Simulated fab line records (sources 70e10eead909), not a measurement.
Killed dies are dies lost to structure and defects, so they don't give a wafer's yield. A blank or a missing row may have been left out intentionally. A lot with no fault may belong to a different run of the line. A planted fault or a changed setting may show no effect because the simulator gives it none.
Chamber matching / flow nand harc / cmp-03 running NHARC_THIN_TSV_CMP_21: 4 sister chambers
The step polishes, t overpolish 30 s, target thk 2000 nm. 4 wafers are shown with their chamber, then 7 later ones without.

## WAFERS WITH THEIR CHAMBER
wafer=L343.1; chamber=3; motor current A (A)=10.8
wafer=L343.3; chamber=0; motor current A (A)=13.9
wafer=L352.1; chamber=2; motor current A (A)=10.5
wafer=L352.2; chamber=1; motor current A (A)=11.4

## WAFERS MISSING THEIR CHAMBER
wafer=L352.6; motor current A (A)=11.6
wafer=L356.1; motor current A (A)=11.1
wafer=L356.5; motor current A (A)=11.4
wafer=L356.6; motor current A (A)=10.4
wafer=L360.2; motor current A (A)=11.9
wafer=L360.3; motor current A (A)=12.9
wafer=L360.4; motor current A (A)=10.3

## WHICH CHAMBER EACH WENT THROUGH
wafer=L352.6; from the rows above=can't be placed: 1 or 3 or 2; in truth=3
wafer=L356.1; from the rows above=can't be placed: 3 or 1 or 2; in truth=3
wafer=L356.5; from the rows above=can't be placed: 1 or 3 or 2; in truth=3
wafer=L356.6; from the rows above=can't be placed: 2 or 3 or 1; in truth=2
wafer=L360.2; from the rows above=can't be placed: 1 or 3 or 2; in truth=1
wafer=L360.3; from the rows above=can't be placed: 0 or 1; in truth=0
wafer=L360.4; from the rows above=can't be placed: 2 or 3 or 1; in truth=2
Correct placement for 0 of the 7. These rows do not allow placing 7 (true chamber among the candidates in 7). Wrongly placed: 0.
How it was worked out, from the rows above alone: a wafer's distance from a chamber is the root of the sum, over the readings, of the square of ((its reading less the chamber's mean) divided by the reading's scatter). The wafer belongs to the nearest chamber; if the next one is less than 2 further off, it can't be placed. The mean given for a chamber averages the wafers shown for that chamber. The scatter: with one shown wafer a chamber, the root of the mean of the squares of how far each hidden wafer lies from its nearest shown one.
